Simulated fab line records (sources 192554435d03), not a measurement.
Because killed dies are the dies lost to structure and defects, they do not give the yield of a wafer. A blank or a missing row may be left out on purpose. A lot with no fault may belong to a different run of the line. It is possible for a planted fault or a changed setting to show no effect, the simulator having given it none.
A struck lot beside a sound one / flow n5Finfet / 15 steps out of a route of 1938
Sound: these wafers, L803.2, L803.3, L803.5. Struck: wafer L814.4 (left out: L814.2, a lot-mate that was not struck); the cause follows at the end.
For every step that has rows: the tool of each side, followed by ch and its chambers, followed by its first start. Under that, the readings that differ: sound wafers / struck wafers / difference of the means / sigmas: that difference in standard deviations of wafers without a fault.
alike: readings with means less than 2 such deviations apart, plus words and numbers identical on both sides. not compared: withheld readings, readings lacking a value on some wafer, bounds such as >300 that could conceal the same value, and numbers that have no deviation in the record and whose values overlap.
A row with sigmas, a row that says differs or no value, or rows on one side alone: a step with any of these is where the two part. Non-overlapping numbers with no deviation appear without sigmas and do not part them. A reading that every wafer of one side lacks parts them only if that side has two wafers or more.

first, 7 steps without rows for these wafers: N5_BEOL_M3_COAT_73 (time 60 s, resist thk 5 nm); N5_BEOL_M3_COAT_05 (resist thk 30 nm); N5_BEOL_M3_EBR_07; N5_BEOL_M3_SOFTBAKE_06 (time 60 s); N5_BEOL_M3_EXPOSE_08 (exposes mask M3); N5_BEOL_M3_PEB_09 (peb time 60 s); N5_BEOL_M3_DEVELOP_10 (develop time 30 s).
N5_BEOL_M3_CD_MEAS_11: target cd 17.05 nm.
  sound on cdSem-02 ch 0, day 7 12:01; struck on cdSem-01 ch 0, day 10 09:11
reading=cdNm (nm); sound=16.94 17.03 16.93; struck=17.50; difference=+0.53; sigmas=+2
N5_BEOL_M3_OVL_MEAS_12:
  sound on overlay-02 ch 0, day 7 12:03; struck on overlay-01 ch 0, day 10 09:14
  alike: M3_OVL
N5_BEOL_M3_INSPECT_13: inspects for defects (brightfield).
  struck on defectInspect-01, day 10 09:17; sound on defectInspect-02, day 7 12:06
  alike: rawDefectCount
N5_BEOL_M3_DESCUM_16: chemistry O2, time 7 s.
  sound on rieDiel-05 ch 0,3, day 7 12:08; struck on rieDiel-05 ch 3, day 10 09:19
  alike: drypumpMotorCurrentA, oesProductAu, rfVppV, showerheadPlenumPTorr, throttleValvePct
  not compared: rfHoursCounterH
N5_BEOL_M3_ETCH_74: etches underlayer in N2/H2, target depth 6.5 nm, time 5.2 s.
  sound on rieDiel-05 ch 0,3, day 7 12:10; struck on rieDiel-05 ch 3, day 10 09:21
  alike: drypumpMotorCurrentA, etchRfOnTimeS, oesProductAu, rfVppV, showerheadPlenumPTorr, throttleValvePct
  not compared: rfHoursCounterH
N5_BEOL_M3_ETCH_63: etches SiARC in CF4, target depth 15.6 nm, time 26 s.
  sound on rieDiel-05 ch 0,3, day 7 12:11; struck on rieDiel-05 ch 3, day 10 09:22
reading=etchRfOnTimeS (s); sound=25.0 26.6 26.2; struck=15.9; difference=-10.0; sigmas=-15
reading=oesProductAu (a.u.); sound=0.64 0.63 0.63; struck=0.83; difference=+0.20; sigmas=+3
  alike: drypumpMotorCurrentA, rfVppV, showerheadPlenumPTorr, throttleValvePct
  not compared: rfHoursCounterH
N5_BEOL_M3_ETCH_64: etches SOC in N2/H2, target depth 75 nm, overetch 15 nm, time 112.5 s.
  sound on rieDiel-05 ch 0,3, day 7 12:13; struck on rieDiel-05 ch 3, day 10 09:23
  alike: drypumpMotorCurrentA, oesProductAu, rfVppV, showerheadPlenumPTorr, throttleValvePct
  not compared: rfHoursCounterH
N5_BEOL_M4_RC_MEAS_101:
  sound on prober-02 ch 0, day 8 07:23; struck on prober-01 ch 0, day 11 05:04
reading=ION_N (uA/um); sound=691 680 701; struck=663; difference=-28; sigmas=-2
  alike: DIBL_N, DIBL_P, IOFF_N, IOFF_P, ION_P, SS_N, SS_P, VT_N, VT_P

== WHERE THEY PART ==
At N5_BEOL_M3_CD_MEAS_11 first; at N5_BEOL_M4_RC_MEAS_101 last (within this record only).

WHY: the cause the simulator had injected
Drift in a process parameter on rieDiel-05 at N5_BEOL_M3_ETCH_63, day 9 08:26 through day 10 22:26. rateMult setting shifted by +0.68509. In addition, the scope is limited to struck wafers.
